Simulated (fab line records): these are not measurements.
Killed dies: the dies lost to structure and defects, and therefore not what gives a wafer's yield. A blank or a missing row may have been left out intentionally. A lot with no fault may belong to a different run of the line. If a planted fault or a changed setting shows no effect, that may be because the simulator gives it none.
Problem report in the 8D (eight disciplines) form, filled by code ; flow nand_harc ; the parts of the form that need people (team, actions taken, sign-off) are left out

## 1. PROBLEM STATEMENT
NHARC_END_SORT_01, sort_bin_2_pct: mean 96.2 % over 1 wafer from 1 lot; wafers with no fault: 1.5 %, standard deviation 0.74. So: +99 or more standard deviations from the usual mean.
Seen first at day 25 21:54 on prober-02, wafer L410.5. The record holds 2 wafers of 1 lot with a number at this step. The rule behind "out" and "out of limits": a value lying over 4 standard deviations away from the usual mean. All remaining wafers that have a number are taken as sound.

## 2. WHAT IT IS; WHAT IT IS NOT
question;is;is not
which readings at this step;sort_bin_2_pct, defect_limited_yield, killed_at_array, killed_dies, sort_n_pass, sort_rim_yield_pct, sort_yield_pct;killed_at_other, killed_at_periphery, killed_open, killed_short, sort_bin_3_pct, sort_bin_4_pct
which lots;L410;-
which wafers of those lots;L410.5;L410.2
read on which gauges;prober-02;-
when;from day 25 21:54;up to then (1 sound wafer)

## 3. THE SUSPECTS, EACH WITH WHAT RULES IT OUT
Counting: a tool at a process step up to the reading stays a suspect if it ran every lot that is out. Sound lots after the first of them don't rule it out here, since some wafers of a struck lot are sound.
- the gauge at NHARC_END_SORT_01: ruled out. All the wafers that are out were read on prober-02, but those of them that NHARC_A_BONDPAD_ETCH_12 has rows for are out there too, on other tools.
- pecvd-02 at NHARC_A_M1_PRE_CLEAN_32 (time 12 s): kept. It ran the lot that is out, L410 (day 21 06:55).
- rie_diel-03 at NHARC_A_BONDPAD_DESCUM_11 (chemistry O2, time 3 s): kept. It ran the lot that is out, L410 (day 21 08:52).
- rie_diel-03 at NHARC_A_BONDPAD_ETCH_12 (etches the open film in CHF3/O2, target depth 220 nm, time 110 s): kept. It ran the lot that is out, L410 (day 21 09:01). Its own run_length_s readings are out on those wafers.
- Within pecvd-02 at NHARC_A_M1_PRE_CLEAN_32: the wafers that are out ran in chamber 1; their sound lot-mates ran in chamber 0.
- Within rie_diel-03 at NHARC_A_BONDPAD_DESCUM_11: the wafers that are out ran in chamber 0; their sound lot-mates ran in chamber 1.
- Within rie_diel-03 at NHARC_A_BONDPAD_ETCH_12: the wafers that are out ran in chamber 3; their sound lot-mates ran in chamber 2.
pecvd-02 at NHARC_A_M1_PRE_CLEAN_32, rie_diel-03 at NHARC_A_BONDPAD_DESCUM_11 and rie_diel-03 at NHARC_A_BONDPAD_ETCH_12 are what is left after counting.

## 4. THE CAUSE (what the simulator had put in)
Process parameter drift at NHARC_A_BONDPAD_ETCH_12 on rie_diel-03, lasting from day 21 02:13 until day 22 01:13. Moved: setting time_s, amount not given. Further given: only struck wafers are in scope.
After counting, 3 suspects remain, this tool included.

## 5. SEQUENCE OF EFFECTS, ordered by route
One row per reading whose mean, taken over the struck wafers that have a number, lies over 3 standard deviations from the usual. Only readings for which the record gives a usual standard deviation are gone through. hours: the time from each lot's start at the first step in this table that gives one to its start at this step, as a median over the lots. sigmas: the change in usual standard deviations.
hours;step;reading;usual;on struck wafers;change;sigmas
0;NHARC_A_BONDPAD_ETCH_12;run_length_s;131.4 s;116.6;-14.8;-41
109;NHARC_END_SORT_01;defect_limited_yield;95.4 %;0.3;-95.1;-56
109;NHARC_END_SORT_01;killed_at_array;27;673;+646;+54
109;NHARC_END_SORT_01;killed_dies;31;675;+644;+54
109;NHARC_END_SORT_01;sort_bin_2_pct;1.5 %;96.2;+94.7;+99 or more
109;NHARC_END_SORT_01;sort_n_pass;646;2;-644;-54
109;NHARC_END_SORT_01;sort_rim_yield_pct;97.2 %;0.0;-97.2;-54
109;NHARC_END_SORT_01;sort_yield_pct;95.4 %;0.3;-95.1;-56
Its process steps:
- NHARC_A_BONDPAD_ETCH_12: etches the open film in CHF3/O2, target depth 220 nm, time 110 s.
Readings that are blank on the struck wafers while sound wafers have them: rf_fwd_power_W at NHARC_A_BONDPAD_ETCH_12.

## 6. HOW IT WOULD HAVE BEEN CAUGHT EARLIER
The first out-of-limits reading at a measuring or inspecting step in this record came at day 25 21:54, 116 hours after the fault's start at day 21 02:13.
The tool's own readings at NHARC_A_BONDPAD_ETCH_12 were out on every struck wafer that the step has a row for (run_length_s): an alarm limit on them would have fired on the first of those.
All the lots that are out (1) had begun NHARC_A_BONDPAD_ETCH_12 on rie_diel-03 by day 25 21:54. A hold on the tool at that time would have spared none of them.
